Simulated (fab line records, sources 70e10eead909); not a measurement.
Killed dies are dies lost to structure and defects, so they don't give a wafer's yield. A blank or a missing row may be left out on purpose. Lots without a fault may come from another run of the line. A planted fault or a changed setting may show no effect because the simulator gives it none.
A struck lot beside a sound one | flow nand_harc | 15 steps out of a route of 1302
Sound: wafers L885.3, L885.4, L885.6. Struck: wafer L897.3. (L897.4 of the same lot was not struck and is left out.) The cause comes at the end.
At each step with rows: each side's tool, then ch and its chambers, then its first start. Under that, the readings that differ: sound wafers | struck wafers | difference of the means | sigmas: that difference in standard deviations of wafers without a fault.
alike: readings whose means differ by less than 2 such deviations, and words and numbers that are the same on both sides. not compared: withheld readings, readings that some wafer has no value for, bounds like >300 that may hide the same value, and numbers for which the record gives no deviation and whose values overlap.
The two part at a step that has a row with sigmas, a row that says differs or no value, or rows on one side only. Numbers that don't overlap but have no deviation are shown without sigmas and don't part them. A reading that every wafer of one side lacks parts them only if that side has two wafers or more.

first, 8 steps without rows for these wafers: NHARC_A_SGD_CUT_COAT_56 (time 75 s); NHARC_A_SGD_CUT_COAT_57 (time 65 s); NHARC_A_SGD_CUT_COAT_03 (resist thk 90 nm); NHARC_A_SGD_CUT_SOFTBAKE_04 (time 55 s); NHARC_A_SGD_CUT_EBR_05; NHARC_A_SGD_CUT_EXPOSE_06 (exposes mask SGD); NHARC_A_SGD_CUT_PEB_07 (peb time 65 s); NHARC_A_SGD_CUT_DEVELOP_08 (develop time 35 s).
NHARC_A_SGD_CUT_CD_MEAS_09: target cd 100 nm.
  sound on cd_sem-01 ch 0, day 20 05:13; struck on cd_sem-02 ch 0, day 24 23:56
  alike: cd_nm
NHARC_A_SGD_CUT_OVL_MEAS_10:
  sound on overlay-02, day 20 05:18; struck on overlay-02, day 25 00:01
  alike: overlay_x_nm, overlay_y_nm
NHARC_A_SGD_CUT_INSPECT_11:
  sound on defect_inspect-02, day 20 05:20; struck on defect_inspect-01, day 25 00:04
  alike: raw_defect_count
NHARC_A_SGD_CUT_DESCUM_14: chemistry O2, time 3 s.
  sound on rie_diel-12 ch 1,2, day 20 05:24; struck on rie_diel-12 ch 2, day 25 00:07
  alike: drypump_motor_current_A, oes_product_au, rf_vpp_V, showerhead_plenum_p_Torr, throttle_valve_pct
  not compared: rf_hours_counter_h
NHARC_A_SGD_CUT_ETCH_58: etches the open film in CF4, target depth 39 nm, time 65 s.
  sound on rie_diel-12 ch 1,3, day 20 05:29; struck on rie_diel-12 ch 1, day 25 00:12
  reading          | sound          | struck | difference | sigmas
  run_length_s (s) | 87.0 85.9 85.8 | 89.1   | +2.9       | +6
  alike: bias_w, drypump_motor_current_A, oes_product_au, rf_vpp_V, showerhead_plenum_p_Torr, throttle_valve_pct
  not compared: rf_hours_counter_h
NHARC_A_SGD_CUT_ETCH_59: etches the open film in N2/H2, target depth 260 nm, time 406.25 s.
  sound on rie_diel-12 ch 0,1,2; struck on rie_diel-12 ch 3
  reading    | sound             | struck | difference | sigmas
  bias_w (W) | 149.6 150.3 149.3 | 150.8  | +1.1       | +2
  alike: drypump_motor_current_A, n2_flow_sccm, oes_product_au, rf_vpp_V, run_length_s, showerhead_plenum_p_Torr, throttle_valve_pct
  not compared: rf_hours_counter_h
NHARC_END_SORT_01:
  the record has rows for the sound wafers here (prober-01 ch 0, day 25 07:04) and none for the struck ones

WHERE THEY PART
First at NHARC_A_SGD_CUT_ETCH_58; last, within this record, at NHARC_END_SORT_01.

WHY: what the simulator had put in
Process parameter drift: rie_diel-12, from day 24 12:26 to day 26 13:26, at NHARC_A_SGD_CUT_ETCH_58. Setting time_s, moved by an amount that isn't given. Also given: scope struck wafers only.
